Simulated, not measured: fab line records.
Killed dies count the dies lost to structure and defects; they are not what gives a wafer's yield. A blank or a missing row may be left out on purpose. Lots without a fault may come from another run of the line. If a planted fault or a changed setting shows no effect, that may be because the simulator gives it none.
fab line records | flow n5-finfet | part 1 of 2: steps 1 to 23 of 30
[record] lots = 5 wafers = 15 last-day = 15
route steps=1938 shown BEOL_M2@919 BEOL_M3@931
lots that met no fault: from a run of the same line without faults
start-h: start of the lot's first displayed wafer, in hours after the record's first day | wait-h: hours from the lot's prior step to this one | " the same as in the row above | L1.1+2: one row covering several wafers at once | - no value, or no start was given | * or withheld: withheld | < > ~ a bound
route shown NAME@n: a module of which the file shows steps, and the number in the route of the first | usual: mean/standard deviation of fault-free wafers | same: alike in all rows | chamber/n: place in a boat | sites: each site's reading | _std_site: how widely they spread, as a standard deviation | _edge_site: the outer-site mean with the inner-site mean subtracted | radius-mm: for every site, how far away it sits from the centre of the wafer | mask NAME#n: copy n | behind: the tool/chamber that last shaped the wafer | hold: reason for holding the lot/hours on hold/outcome of the hold | device: transistor that didn't switch, given as n, p or np | end of line: tests run on the same wafers once the route is complete | for a step that has no rows: nothing shown but its recipe | killed: at the first sort, the dies lost to defects and structure; wafer yield is something else | map: the dies of a wafer, with x for killed, . for not killed, _ for no die there
set.NAME: the run value of the setting; set.NAME@STEP: its run value at that earlier step | model.NAME: the simulator's own value behind a step, which no gauge read
lots at some steps of the route; a table a step, a row a wafer
services: from which hour (start-h, from the record's first day; less than 0 if before it) a tool's chamber was out of use, for how many hours, and why
[[steps]]
[step N5_BEOL_M2_ANNEAL_95]
[recipe] temp-c = 400 time-s = 240 ambient = vacuum
[usual] heater-power-w = 857/98 susceptor-temp-C = 399.95/0.22
// columns lot.wafer tool chamber start-h wait-h heater-power-w susceptor-temp-C
L078.1 pvd-sputter-01 - 165.68 0.0 755 399.72
L078.5 " - " " 744 400.16
L078.6 " - " " 825 399.90
L082.2 pvd-sputter-03 - 192.67 0.0 746 399.43
L082.3 " - " " 965 399.76
L082.4 " - " " 992 399.84
L083.1 pvd-sputter-01 - 196.39 0.0 823 400.18
L083.3 " - " " 793 399.59
L083.6 " - " " 804 399.78
L086.2 pvd-sputter-02 - 212.10 0.0 839 399.75
L086.3 " - " " 750 399.79
L086.4 " - " " 916 400.39
L087.1 pvd-sputter-02 - 216.52 0.0 824 400.25
L087.3 " - " " 756 399.49
L087.5 " - " " 768 399.85
[step N5_BEOL_M2_SPUTTER_96]
[recipe] material = Cu target-thk-a = 45 temp-c = -20 chamber-pressure-pa = 0.07 power-w = withheld time-s = 8.29
[usual] susceptor-temp-C = -19.99/0.1 throttle-valve-pct = 29.7/1.1
// columns lot.wafer tool chamber start-h wait-h susceptor-temp-C throttle-valve-pct
L078.1 pvd-sputter-01 - 165.82 0.1 -19.99 30.8
L078.5 " - " " -20.05 30.8
L078.6 " - " " -19.94 27.5
L082.2 pvd-sputter-03 - 192.81 0.1 -20.05 29.3
L082.3 " - " " -19.84 30.6
L082.4 " - " " -19.93 31.2
L083.1 pvd-sputter-01 - 196.53 0.1 -19.90 29.4
L083.3 " - " " -20.05 27.9
L083.6 " - " " -20.10 27.6
L086.2 pvd-sputter-02 - 212.24 0.1 -20.12 30.9
L086.3 " - " " -19.93 30.1
L086.4 " - " " -19.95 27.7
L087.1 pvd-sputter-02 - 216.66 0.1 -20.04 30.9
L087.3 " - " " -20.11 29.7
L087.5 " - " " -20.09 29.8
[step N5_BEOL_M2_ECD_50]
[recipe] material = Cu target-thk-a = 3000
// columns lot.wafer tool chamber start-h wait-h
L078.1+5+6 ecd-cu-02 0,1,0 165.94 0.1
L082.2+3+4 ecd-cu-02 0,1,0 192.93 0.1
L083.1+3+6 ecd-cu-01 0,1,0 196.65 0.1
L086.2+3+4 ecd-cu-01 0,0,1 212.35 0.1
L087.1+3+5 ecd-cu-02 1 216.79 0.1
[step N5_BEOL_M2_ANNEAL_51]
[recipe] temp-c = 225 time-s = 90 ambient = N2
[usual] anneal-temp-c = 225.02/0.14 wafer_temp_C_max = 225.73/0.25
// columns lot.wafer tool chamber start-h wait-h anneal-temp-c wafer_temp_C_max
L078.1 rtp-anneal-01 0 166.01 0.1 224.98 225.50
L078.5 " 0 " " 224.89 225.70
L078.6 " 0 " " 225.02 225.80
L082.2 rtp-anneal-01 0 193.05 0.1 225.02 225.37
L082.3 " 0 " " 225.07 225.48
L082.4 " 0 " " 225.12 225.78
L083.1 rtp-anneal-02 0 196.73 0.1 224.71 225.66
L083.3 " 0 " " 225.06 225.79
L083.6 " 0 " " 225.14 225.66
L086.2 rtp-anneal-01 0 212.48 0.1 224.97 225.45
L086.3 " 0 " " 225.18 225.59
L086.4 " 0 " " 225.04 225.82
L087.1 rtp-anneal-02 0 217.20 0.4 225.00 225.80
L087.3 " 0 " " 225.20 225.99
L087.5 " 0 " " 225.26 226.49
[step N5_BEOL_M2_CMP_52]
[recipe] stop-on = SiOC t-overpolish-s = 6.8 down-force-psi = 1 platen-rpm = 50 clearing-platen-down-force-psi = 1.5 clearing-platen-rpm = 50 post-cmp-clean = cu-alkaline target-thk-nm = 40 clearing-platen-pad-velocity-m-s = 0.99484 pad-velocity-m-s = 0.99484
[usual] barrier-field-endpoint-s = 24.6/0.54 motor-current-A = 6.0/0.82 overpolish-run-s = 6.800/0.0094 pad-life-wafers = 1204/670 time-to-endpoint-s = 62.1/2.9
// columns lot.wafer tool chamber start-h wait-h barrier-field-endpoint-s motor-current-A overpolish-run-s pad-life-wafers time-to-endpoint-s
L078.1 cmp-02 0 166.31 0.3 23.9 6.0 6.795 1350 59.2
L078.6 " 0 " " 25.1 6.0 6.800 - 62.1
L078.5 " 1 " " 25.6 6.4 6.799 - 65.6
L082.2 cmp-01 3 193.30 0.2 24.0 6.6 6.789 1968 59.9
L082.3 " 0 " " 23.9 5.0 6.808 1969 57.3
L082.4 " 1 " " 23.9 4.8 6.805 1970 55.1
L083.3 cmp-01 2 197.06 0.2 24.6 5.7 6.808 1993 60.2
L083.1 " 0 " " 24.4 4.8 6.814 1995 60.7
L083.6 " 1 " " 24.0 4.7 6.791 - 58.2
L086.2 cmp-02 0 212.84 0.3 24.1 5.8 6.792 1764 57.3
L086.3 " 1 " " 25.3 6.2 6.799 1765 68.8
L086.4 " 3 " " 25.0 6.3 6.790 1767 64.6
L087.1 cmp-04 2 217.50 0.3 25.1 7.2 6.806 1482 67.7
L087.3 " 3 " " 24.6 5.8 6.807 1483 64.0
L087.5 " 2 " " 25.1 7.6 6.797 - 65.3
[step N5_BEOL_M2_THK_MEAS_53]
[recipe] thk-meas-gauge = xrf reads = Cu_of_BEOL_M2_ECD_50
[usual] M2_THK = 39.9/1.2
// columns lot.wafer tool chamber start-h wait-h M2_THK[nm]
L078.1 film-metro-01 - 166.60 - 39.5
L078.5 " - " " 40.1
L078.6 " - " " 38.1
L082.2 film-metro-01 - 193.60 - 39.1
L082.3 " - " " 40.5
L082.4 " - " " 39.3
L083.1 film-metro-02 - 197.32 - 39.6
L083.3 " - " " 38.0
L083.6 " - " " 39.3
L086.2 film-metro-02 - 213.13 - 40.7
L086.3 " - " " 41.5
L086.4 " - " " 41.9
L087.1 film-metro-01 - 217.79 - 41.6
L087.3 " - " " 39.4
L087.5 " - " " 39.7
[step N5_BEOL_M2_PRE_CLEAN_60]
[recipe] gas = NH3/H2 time-s = 15 temp-c = * rf-power-w = 300
[usual] heater-power-outer-w = 25/11 heater-power-w = 94/21 susceptor-temp-C = *
// columns lot.wafer tool chamber start-h wait-h heater-power-outer-w heater-power-w susceptor-temp-C
L078.1 cvd-co-02 1 166.64 0.0 25 101 *
L078.5 " 0 " " 42 109 *
L078.6 " 2 " " 38 130 *
L082.2 cvd-co-02 0 193.63 0.0 42 109 *
L082.3 " 2 " " 38 132 *
L082.4 " 1 " " 25 102 *
L083.1 cvd-co-01 1 197.35 0.0 25 84 *
L083.3 " 2 " " 13 81 *
L083.6 " 0 " " 13 66 *
L086.2 cvd-co-02 2 213.17 0.0 38 131 *
L086.3 " 0 " " 44 112 *
L086.4 " 0 " " 43 111 *
L087.1 cvd-co-01 1 217.83 0.0 26 87 *
L087.3 " 2 " " 14 85 *
L087.5 " 2 " " 14 83 *
[step N5_BEOL_M2_CO_CAP_55]
[recipe] material = Co target-thk-a = 20 temp-c = 200 precursor = CCTBA/H2 pressure-torr = 30 time-s = 102.1
[usual] heater-power-outer-w = 129/14 heater-power-w = 248/26 susceptor-temp-C = 200.00/0.15
// columns lot.wafer tool chamber start-h wait-h heater-power-outer-w heater-power-w susceptor-temp-C
L078.1 cvd-co-02 1 166.68 0.0 128 258 200.04
L078.5 " 0 " " 148 273 199.96
L078.6 " 2 " " 147 299 200.07
L082.2 cvd-co-02 0 193.67 0.0 152 269 200.20
L082.3 " 2 " " 143 299 200.12
L082.4 " 1 " " 129 256 199.83
L083.1 cvd-co-01 1 197.39 0.0 130 235 199.87
L083.3 " 2 " " 114 231 199.83
L083.6 " 0 " " 115 215 200.12
L086.2 cvd-co-02 2 213.21 0.0 141 289 200.05
L086.3 " 0 " " 152 269 200.10
L086.4 " 0 " " 148 265 200.09
L087.1 cvd-co-01 1 217.87 0.0 129 238 199.76
L087.3 " 2 " " 115 241 199.96
L087.5 " 2 " " 115 231 199.97
[step N5_BEOL_M2_PRE_CLEAN_56]
[recipe] gas = NH3 time-s = 15 temp-c = withheld rf-power-w = 300
// columns lot.wafer tool chamber start-h wait-h
L078.1+5+6 pecvd-02 1,2,0 166.77 0.1
L082.2+3+4 pecvd-01 2,1,2 193.76 0.1
L083.1+3+6 pecvd-02 1,0,1 197.49 0.1
L086.2+3+4 pecvd-02 0,1,1 213.30 0.1
L087.1+3+5 pecvd-01 0,1,0 217.96 0.1
[step N5_BEOL_M2_DEP_57]
[recipe] material = SiCN target-thk-a = 80 temp-c = withheld precursor = 3MS/NH3 pressure-torr = 3 rf-w = 202 time-s = 14
[usual] showerhead-plenum-p-Torr = 3.664/0.016 throttle-valve-pct = 9.2/0.6
// columns lot.wafer tool chamber start-h wait-h showerhead-plenum-p-Torr throttle-valve-pct
L078.1 pecvd-02 1 166.80 0.0 3.649 8.9
L078.5 " 2 " " 3.649 8.5
L078.6 " 0 " " 3.683 9.5
L082.2 pecvd-01 2 193.79 0.0 3.642 8.8
L082.3 " 1 " " 3.668 9.4
L082.4 " 2 " " 3.649 9.0
L083.1 pecvd-02 1 197.51 0.0 3.662 8.6
L083.3 " 0 " " 3.673 9.7
L083.6 " 1 " " 3.653 8.7
L086.2 pecvd-02 0 213.32 0.0 3.686 10.1
L086.3 " 1 " " 3.652 8.8
L086.4 " 1 " " 3.653 8.6
L087.1 pecvd-01 0 217.98 0.0 3.666 9.4
L087.3 " 1 " " 3.667 9.3
L087.5 " 0 " " 3.661 9.2
[step N5_BEOL_M2_RS_MEAS_58]
[recipe] thk-meas-gauge = four-point-probe reads = Co_of_BEOL_M2_CO_CAP_55+Cu_of_BEOL_M2_ECD_50+Co_of_BEOL_M2_CVD_47+TaN_of_BEOL_M2_ALD_84
[usual] M2_RS = 0.671/0.026
// columns lot.wafer tool chamber start-h wait-h M2_RS[ohm/sq]
L078.1 film-metro-01 - 166.87 0.0 0.672
L078.5 " - " " 0.661
L078.6 " - " " 0.708
L082.2 film-metro-01 - 193.86 0.1 0.690
L082.3 " - " " 0.665
L082.4 " - " " 0.688
L083.1 film-metro-02 - 197.58 0.0 0.675
L083.3 " - " " 0.717
L083.6 " - " " 0.686
L086.2 film-metro-01 - 213.39 0.1 0.654
L086.3 " - " " 0.643
L086.4 " - " " 0.631
L087.1 film-metro-02 - 218.05 0.0 0.630
L087.3 " - " " 0.674
L087.5 " - " " 0.664
[step N5_BEOL_M2_INSPECT_59]
[recipe] inspect-instrument = darkfield mode = post-dep
[usual] raw-defect-count = 67/22
// columns lot.wafer tool chamber start-h wait-h raw-defect-count
L078.1 defect-inspect-02 - 166.89 0.0 77
L078.5 " - " " 100
L078.6 " - " " 88
L082.2 defect-inspect-02 - 193.88 0.0 54
L082.3 " - " " 49
L082.4 " - " " 47
L083.1 defect-inspect-02 - 197.60 0.0 79
L083.3 " - " " 97
L083.6 " - " " 75
L086.2 defect-inspect-01 - 213.42 0.0 82
L086.3 " - " " 59
L086.4 " - " " 52
L087.1 defect-inspect-01 - 218.08 0.0 49
L087.3 " - " " 61
L087.5 " - " " 65
[step N5_BEOL_M3_ILD_DEP_00]
[recipe] material = SiOC target-thk-a = 790 temp-c = 350 precursor = DEMS/O2 pressure-torr = 5 rf-w = 500 time-s = 15.3
[usual] heater-power-outer-w = 259/42 heater-power-w = 467/58 showerhead-plenum-p-Torr = 5.690/0.016 susceptor-temp-C = 350.01/0.21 throttle-valve-pct = 11.9/0.65
// columns lot.wafer tool chamber start-h wait-h heater-power-outer-w heater-power-w showerhead-plenum-p-Torr susceptor-temp-C throttle-valve-pct
L078.1 pecvd-04 0 166.93 0.0 313 535 5.706 350.29 12.0
L078.5 " 1 " " 221 436 5.697 349.84 12.5
L078.6 " 0 " " 316 543 5.714 350.04 11.6
L082.2 pecvd-04 2 193.92 0.0 266 464 5.672 350.17 11.1
L082.3 " 1 " " 236 449 5.696 350.01 12.6
L082.4 " 0 " " 253 449 5.700 349.70 11.8
L083.1 pecvd-01 0 197.64 0.0 252 492 5.689 349.93 12.5
L083.3 " 1 " " 387 638 5.705 350.22 12.5
L083.6 " 0 " " 254 509 5.708 349.80 12.4
L086.2 pecvd-04 2 213.45 0.0 265 479 5.682 349.91 11.2
L086.3 " 0 " " 255 446 5.712 350.32 11.8
L086.4 " 0 " " 254 426 5.707 350.12 11.9
L087.1 pecvd-02 0 218.11 0.0 256 473 5.714 349.99 12.9
L087.3 " 1 " " 222 391 5.665 350.24 11.4
L087.5 " 0 " " 256 477 5.725 349.92 13.0
[step N5_BEOL_M3_THK_MEAS_01]
[recipe] reads = SiOC_of_BEOL_M3_ILD_DEP_00
[usual] M3_ILD_THK = 78.9/1
// columns lot.wafer tool chamber start-h wait-h M3_ILD_THK[nm]
L078.1 film-metro-01 - 167.00 0.0 76.8
L078.5 " - " " 78.2
L078.6 " - " " 77.6
L082.2 film-metro-02 - 193.99 0.1 78.7
L082.3 " - " " 78.2
L082.4 " - " " 78.9
L083.1 film-metro-02 - 197.71 0.0 77.1
L083.3 " - " " 76.6
L083.6 " - " " 79.4
L086.2 film-metro-01 - 213.52 0.1 78.5
L086.3 " - " " 77.9
L086.4 " - " " 79.1
L087.1 film-metro-01 - 218.18 0.0 79.0
L087.3 " - " " 78.3
L087.5 " - " " 78.7
[step N5_BEOL_M3_PECVD_72]
[recipe] material = SiO2 target-thk-a = 160 temp-c = 400 precursor = TEOS/O2 pressure-torr = 5.5 rf-w = 450 teos-flow-sccm = 53.8 gas = O2 flow-sccm = 3000 time-s = 18
[usual] heater-power-outer-w = 426/69 heater-power-w = 704/92 showerhead-plenum-p-Torr = 8.76/0.068 susceptor-temp-C = 400.01/0.23 throttle-valve-pct = 22.5/1.2
// columns lot.wafer tool chamber start-h wait-h heater-power-outer-w heater-power-w showerhead-plenum-p-Torr susceptor-temp-C throttle-valve-pct
L078.1 pecvd-02 1 167.03 0.0 324 541 8.69 400.16 21.7
L078.5 " 2 " " 386 632 8.68 400.16 20.7
L078.6 " 0 " " 425 717 8.86 400.00 24.0
L082.2 pecvd-02 2 194.02 0.0 356 613 8.66 399.96 20.9
L082.3 " 1 " " 363 586 8.73 400.11 21.7
L082.4 " 2 " " 365 608 8.67 400.12 21.0
L083.1 pecvd-02 0 197.74 0.0 409 692 8.86 400.54 24.3
L083.3 " 2 " " 324 551 8.69 399.81 21.1
L083.6 " 2 " " 312 550 8.68 400.05 21.1
L086.2 pecvd-01 1 213.56 0.0 563 890 8.81 400.07 23.5
L086.3 " 0 " " 420 744 8.78 399.47 23.2
L086.4 " 0 " " 410 739 8.79 399.77 23.1
L087.1 pecvd-01 2 218.22 0.0 486 819 8.72 399.75 22.7
L087.3 " 0 " " 371 676 8.80 400.05 23.4
L087.5 " 0 " " 380 697 8.80 399.98 22.9
[step N5_BEOL_M3_HM_DEP_02]
[recipe] material = TiN target-thk-a = 200 temp-c = 25 chamber-pressure-pa = 0.49996
[usual] susceptor-temp-C = 25.00/0.12 throttle-valve-pct = 29.6/1.1
// columns lot.wafer tool chamber start-h wait-h susceptor-temp-C throttle-valve-pct
L078.1 pvd-sputter-02 - 168.04 1.0 24.91 30.8
L078.5 " - " " 24.90 30.1
L078.6 " - " " 25.09 30.9
L082.2 pvd-sputter-01 - 194.55 0.5 25.14 27.7
L082.3 " - " " 24.99 30.6
L082.4 " - " " 25.00 29.7
L083.1 pvd-sputter-01 - 199.87 2.1 25.17 29.8
L083.3 " - " " 25.11 30.5
L083.6 " - " " 24.95 29.3
L086.2 pvd-sputter-01 - 214.02 0.4 25.06 30.9
L086.3 " - " " 24.93 29.3
L086.4 " - " " 25.01 29.9
L087.1 pvd-sputter-03 - 218.34 0.1 25.06 31.2
L087.3 " - " " 24.88 30.3
L087.5 " - " " 25.18 31.1
[step N5_BEOL_M3_COAT_61]
[recipe] resist = SOC temp-c = 250 time-s = 60 spin-rpm = 1500 resist-thk-nm = 60
[usual] chill-plate-temp-C = 22.97/0.11
// columns lot.wafer tool chamber start-h wait-h chill-plate-temp-C
L078.1 litho-track-01 0 168.17 0.1 23.04
L078.5 " 0 " " 22.96
L078.6 " 0 " " 23.04
L082.2 litho-track-01 0 194.68 0.1 22.80
L082.3 " 0 " " 23.00
L082.4 " 0 " " 23.04
L083.1 litho-track-04 0 200.00 0.1 22.98
L083.3 " 0 " " 22.91
L083.6 " 0 " " 23.18
L086.2 litho-track-02 0 214.15 0.1 22.92
L086.3 " 0 " " 22.98
L086.4 " 0 " " 22.91
L087.1 litho-track-04 0 218.47 0.1 22.88
L087.3 " 0 " " 22.95
L087.5 " 0 " " 22.98
[step N5_BEOL_M3_COAT_62]
[recipe] resist = SiARC temp-c = 220 time-s = 60 spin-rpm = 1500 resist-thk-nm = 12
[usual] chill-plate-temp-C = 22.97/0.098
// columns lot.wafer tool chamber start-h wait-h chill-plate-temp-C
L078.1 litho-track-01 0 - - 22.90
L078.5 " 0 " " 22.96
L078.6 " 0 " " 23.06
L082.2 litho-track-01 0 - - 22.91
L082.3 " 0 " " 22.78
L082.4 " 0 " " 22.83
L083.1 litho-track-04 0 - - 22.88
L083.3 " 0 " " 22.84
L083.6 " 0 " " 23.07
L086.2 litho-track-02 0 - - 23.08
L086.3 " 0 " " 22.93
L086.4 " 0 " " 22.98
L087.1 litho-track-04 0 - - 23.07
L087.3 " 0 " " 23.22
L087.5 " 0 " " 23.10
[step N5_BEOL_M3_COAT_73]
[recipe] resist = underlayer temp-c = 205 time-s = 60 spin-rpm = 1500 resist-thk-nm = 5
[usual] chill-plate-temp-C = 23.01/0.11
// columns lot.wafer tool chamber start-h wait-h chill-plate-temp-C
L078.1 litho-track-01 0 - - 23.05
L078.5 " 0 " " 23.07
L078.6 " 0 " " 23.05
L082.2 litho-track-01 0 - - 23.03
L082.3 " 0 " " 23.15
L082.4 " 0 " " 23.08
L083.1 litho-track-04 0 - - 22.98
L083.3 " 0 " " 23.03
L083.6 " 0 " " 23.03
L086.2 litho-track-02 0 - - 23.14
L086.3 " 0 " " 23.19
L086.4 " 0 " " 23.17
L087.1 litho-track-04 0 - - 22.93
L087.3 " 0 " " 22.94
L087.5 " 0 " " 22.98
[step N5_BEOL_M3_COAT_05]
[recipe] resist = CAR-EUV spin-rpm = 1500 resist-thk-nm = 30
[usual] chill-plate-temp-C = 23.01/0.11
// columns lot.wafer tool chamber start-h wait-h chill-plate-temp-C
L078.1 litho-track-01 0 - - 23.10
L078.5 " 0 " " 23.11
L078.6 " 0 " " 23.04
L082.2 litho-track-01 0 - - 23.09
L082.3 " 0 " " 23.06
L082.4 " 0 " " 23.02
L083.1 litho-track-04 0 - - 23.01
L083.3 " 0 " " 23.01
L083.6 " 0 " " 22.99
L086.2 litho-track-02 0 - - 22.92
L086.3 " 0 " " 22.99
L086.4 " 0 " " 22.90
L087.1 litho-track-04 0 - - 23.14
L087.3 " 0 " " 23.08
L087.5 " 0 " " 23.03
[step N5_BEOL_M3_EBR_07]
[recipe] solvent = PGMEA ebr-width-mm = 1.5
[usual] chill-plate-temp-C = 22.99/0.12
// columns lot.wafer tool chamber start-h wait-h chill-plate-temp-C
L078.1 litho-track-01 0 - - 23.09
L078.5 " 0 " " 23.03
L078.6 " 0 " " 23.16
L082.2 litho-track-01 0 - - 23.15
L082.3 " 0 " " 23.04
L082.4 " 0 " " 23.26
L083.1 litho-track-04 0 - - 23.07
L083.3 " 0 " " 23.06
L083.6 " 0 " " 23.15
L086.2 litho-track-02 0 - - 23.28
L086.3 " 0 " " 23.21
L086.4 " 0 " " 23.21
L087.1 litho-track-04 0 - - 23.15
L087.3 " 0 " " 23.27
L087.5 " 0 " " 23.02
[step N5_BEOL_M3_SOFTBAKE_06]
[recipe] temp-c = 110 time-s = 60 resist = CAR-EUV
[usual] chill-plate-temp-C = 23.00/0.094
// columns lot.wafer tool chamber start-h wait-h chill-plate-temp-C
L078.1 litho-track-01 0 - - 23.01
L078.5 " 0 " " 22.96
L078.6 " 0 " " 22.93
L082.2 litho-track-01 0 - - 22.95
L082.3 " 0 " " 23.08
L082.4 " 0 " " 23.07
L083.1 litho-track-04 0 - - 22.93
L083.3 " 0 " " 22.89
L083.6 " 0 " " 23.08
L086.2 litho-track-02 0 - - 22.89
L086.3 " 0 " " 22.86
L086.4 " 0 " " 22.86
L087.1 litho-track-04 0 - - 22.92
L087.3 " 0 " " 22.98
L087.5 " 0 " " 23.08
[step N5_BEOL_M3_EXPOSE_08]
[recipe] mask-id = M3 na = 0.33 source-shape = dipole sigma-inner = 0.369 sigma-outer = 0.767 polarization = unpolarized dose-mj = 33
// columns lot.wafer tool chamber start-h wait-h mask
L078.1+5+6 euv-scanner-02 0 168.47 - M3#0
L082.2+3+4 euv-scanner-02 0 194.94 - M3#0
L083.1+3+6 euv-scanner-02 0 200.13 - M3#0
L086.2+3+4 euv-scanner-01 0 214.29 - M3#0
L087.1+3+5 euv-scanner-02 0 218.60 - M3#0
